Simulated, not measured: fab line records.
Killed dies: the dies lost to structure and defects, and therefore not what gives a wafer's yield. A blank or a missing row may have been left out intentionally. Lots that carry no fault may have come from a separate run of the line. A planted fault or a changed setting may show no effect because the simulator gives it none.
fab line records || flow n5Finfet
record {"lots": 7, "wafers": 21}
route steps=1938 shown PASSIVATION@1902
startH: hours from the record's opening day to when the first of the lot's shown wafers began || waitH: hours from the lot's prior step to this one || " as in the row above || L1.1+2: one row covering several wafers at once || - no value, or no start given || * or withheld: withheld || < > ~ a bound
route shown NAME@n: NAME is a module with steps in the file, n the number in the route of the first one || usual: the fault-free wafers' mean and standard deviation || same: alike in all rows || chamber/n: place in a boat || sites: each site's reading || _std_site: standard deviation of those values || _edge_site: inner sites' mean taken away from outer sites' mean || radiusMm: for every site, how far away it sits from the centre of the wafer || mask NAME#n: copy n || behind: tool/chamber where the wafer was last shaped || hold: reason for holding the lot/hours on hold/outcome of the hold || device: whichever transistor did not switch (one of n, p or np) || end of line: tests run on the same wafers once the route is complete || a step with no rows: only its recipe || killed: at the first sort, the dies lost to defects and structure; wafer yield is something else || map: a wafer's dies, x killed, . not, _ none there
set.NAME: the setting the step ran with; set.NAME@STEP: the setting that earlier step ran with || model.NAME: the simulator's own value behind a step, which no gauge read
lots where settings were altered on purpose, with a table for each step and a row for each wafer
## steps
# step N5_PASSIVATION_PEB_28
# recipe {"pebTempC": "withheld", "pebTimeS": "*"}
{"lot.wafer": "L077.1+3", "tool": "lithoTrack-04", "chamber": 0, "startH": 295.72, "waitH": 0.1, "set.pebTimeS": "*"}
{"lot.wafer": "L077.2", "tool": "lithoTrack-04", "chamber": 0, "startH": 295.72, "waitH": 0.1, "set.pebTimeS": "*"}
{"lot.wafer": "L076.2+4+6", "tool": "lithoTrack-02", "chamber": 0, "startH": 303.62, "waitH": 0.0, "set.pebTimeS": "*"}
{"lot.wafer": "L080.2+4", "tool": "lithoTrack-04", "chamber": 0, "startH": 314.19, "waitH": 0.0, "set.pebTimeS": "*"}
{"lot.wafer": "L080.5", "tool": "lithoTrack-04", "chamber": 0, "startH": 314.19, "waitH": 0.0, "set.pebTimeS": "*"}
{"lot.wafer": "L090.3+6", "tool": "lithoTrack-04", "chamber": 0, "startH": 388.86, "waitH": 0.0, "set.pebTimeS": "*"}
{"lot.wafer": "L090.4", "tool": "lithoTrack-04", "chamber": 0, "startH": 388.86, "waitH": 0.0, "set.pebTimeS": "*"}
{"lot.wafer": "L093.1", "tool": "lithoTrack-05", "chamber": 0, "startH": 420.19, "waitH": 0.1, "set.pebTimeS": "*"}
{"lot.wafer": "L093.4+5", "tool": "lithoTrack-05", "chamber": 0, "startH": 420.19, "waitH": 0.1, "set.pebTimeS": "*"}
{"lot.wafer": "L094.1+3+5", "tool": "lithoTrack-02", "chamber": 0, "startH": 420.46, "waitH": 0.1, "set.pebTimeS": "*"}
{"lot.wafer": "L097.2+3", "tool": "lithoTrack-04", "chamber": 0, "startH": 431.05, "waitH": 0.0, "set.pebTimeS": "*"}
{"lot.wafer": "L097.4", "tool": "lithoTrack-04", "chamber": 0, "startH": 431.05, "waitH": 0.0, "set.pebTimeS": "*"}
# step N5_PASSIVATION_DEVELOP_29
# recipe {"developTimeS": 60, "rinseLiquid": "diw", "dry": "airSpin", "devTempC": 21}
# step N5_PASSIVATION_HARDBAKE_31
# recipe {"tempC": 130, "timeS": 120}
# step N5_PASSIVATION_CD_MEAS_30
# recipe {"targetCdNm": 4000, "landingEnergyEv": 500, "detector": "seInlens", "polarity": "opening"}
# usual {"cdNm": "4000.2/2.5"}
{"lot.wafer": "L077.1", "tool": "cdSem-03", "chamber": 0, "startH": 295.84, "waitH": "-", "set.doseMj@PASSIVATION_EXPOSE_27": 32.3, "cdNm": 4004.4}
{"lot.wafer": "L077.2", "tool": "cdSem-03", "chamber": 0, "startH": 295.84, "waitH": "-", "set.doseMj@PASSIVATION_EXPOSE_27": 32.3, "cdNm": 4002.1}
{"lot.wafer": "L077.3", "tool": "cdSem-03", "chamber": 0, "startH": 295.84, "waitH": "-", "set.doseMj@PASSIVATION_EXPOSE_27": 32.3, "cdNm": 4001.9}
{"lot.wafer": "L076.2", "tool": "cdSem-02", "chamber": 0, "startH": 303.74, "waitH": "-", "set.doseMj@PASSIVATION_EXPOSE_27": 32.3, "cdNm": 3999.8}
{"lot.wafer": "L076.4", "tool": "cdSem-02", "chamber": 0, "startH": 303.74, "waitH": "-", "set.doseMj@PASSIVATION_EXPOSE_27": 32.3, "cdNm": 4000.7}
{"lot.wafer": "L076.6", "tool": "cdSem-02", "chamber": 0, "startH": 303.74, "waitH": "-", "set.doseMj@PASSIVATION_EXPOSE_27": 32.3, "cdNm": 3998.6}
{"lot.wafer": "L080.2", "tool": "cdSem-03", "chamber": 0, "startH": 314.31, "waitH": "-", "set.doseMj@PASSIVATION_EXPOSE_27": 32.3, "cdNm": 3994.4}
{"lot.wafer": "L080.4", "tool": "cdSem-03", "chamber": 0, "startH": 314.31, "waitH": "-", "set.doseMj@PASSIVATION_EXPOSE_27": 34.67, "cdNm": 4009.7}
{"lot.wafer": "L080.5", "tool": "cdSem-03", "chamber": 0, "startH": 314.31, "waitH": "-", "set.doseMj@PASSIVATION_EXPOSE_27": 32.3, "cdNm": 3997.8}
{"lot.wafer": "L090.3", "tool": "cdSem-01", "chamber": 0, "startH": 388.98, "waitH": "-", "set.doseMj@PASSIVATION_EXPOSE_27": 32.3, "cdNm": 4000.3}
{"lot.wafer": "L090.4", "tool": "cdSem-01", "chamber": 0, "startH": 388.98, "waitH": "-", "set.doseMj@PASSIVATION_EXPOSE_27": 32.3, "cdNm": 4006.6}
{"lot.wafer": "L090.6", "tool": "cdSem-01", "chamber": 0, "startH": 388.98, "waitH": "-", "set.doseMj@PASSIVATION_EXPOSE_27": 32.3, "cdNm": 3998.5}
{"lot.wafer": "L093.1", "tool": "cdSem-02", "chamber": 0, "startH": 420.30, "waitH": "-", "set.doseMj@PASSIVATION_EXPOSE_27": 32.3, "cdNm": 4002.2}
{"lot.wafer": "L093.4", "tool": "cdSem-02", "chamber": 0, "startH": 420.30, "waitH": "-", "set.doseMj@PASSIVATION_EXPOSE_27": 30.86, "cdNm": 3988.1}
{"lot.wafer": "L093.5", "tool": "cdSem-02", "chamber": 0, "startH": 420.30, "waitH": "-", "set.doseMj@PASSIVATION_EXPOSE_27": 32.3, "cdNm": 3997.2}
{"lot.wafer": "L094.1", "tool": "cdSem-01", "chamber": 0, "startH": 420.58, "waitH": "-", "set.doseMj@PASSIVATION_EXPOSE_27": 32.3, "cdNm": 4000.8}
{"lot.wafer": "L094.3", "tool": "cdSem-01", "chamber": 0, "startH": 420.58, "waitH": "-", "set.doseMj@PASSIVATION_EXPOSE_27": 33.72, "cdNm": 4005.1}
{"lot.wafer": "L094.5", "tool": "cdSem-01", "chamber": 0, "startH": 420.58, "waitH": "-", "set.doseMj@PASSIVATION_EXPOSE_27": 32.3, "cdNm": 3999.8}
{"lot.wafer": "L097.2", "tool": "cdSem-02", "chamber": 0, "startH": 431.17, "waitH": "-", "set.doseMj@PASSIVATION_EXPOSE_27": 32.3, "cdNm": 4000.7}
{"lot.wafer": "L097.3", "tool": "cdSem-02", "chamber": 0, "startH": 431.17, "waitH": "-", "set.doseMj@PASSIVATION_EXPOSE_27": 32.3, "cdNm": 3998.1}
{"lot.wafer": "L097.4", "tool": "cdSem-02", "chamber": 0, "startH": 431.17, "waitH": "-", "set.doseMj@PASSIVATION_EXPOSE_27": 32.3, "cdNm": 4000.6}
## key
split {"step": "N5_PASSIVATION_PEB_28", "setting": "pebTimeS", "stated": "*", "by": "wafer"}
response none clear
split outsideThisFile step=N5_PASSIVATION_EXPOSE_27 setting=doseMj
# split outsideThisFile: this setting was split too, and the file shows its column; the key of that split is in another file
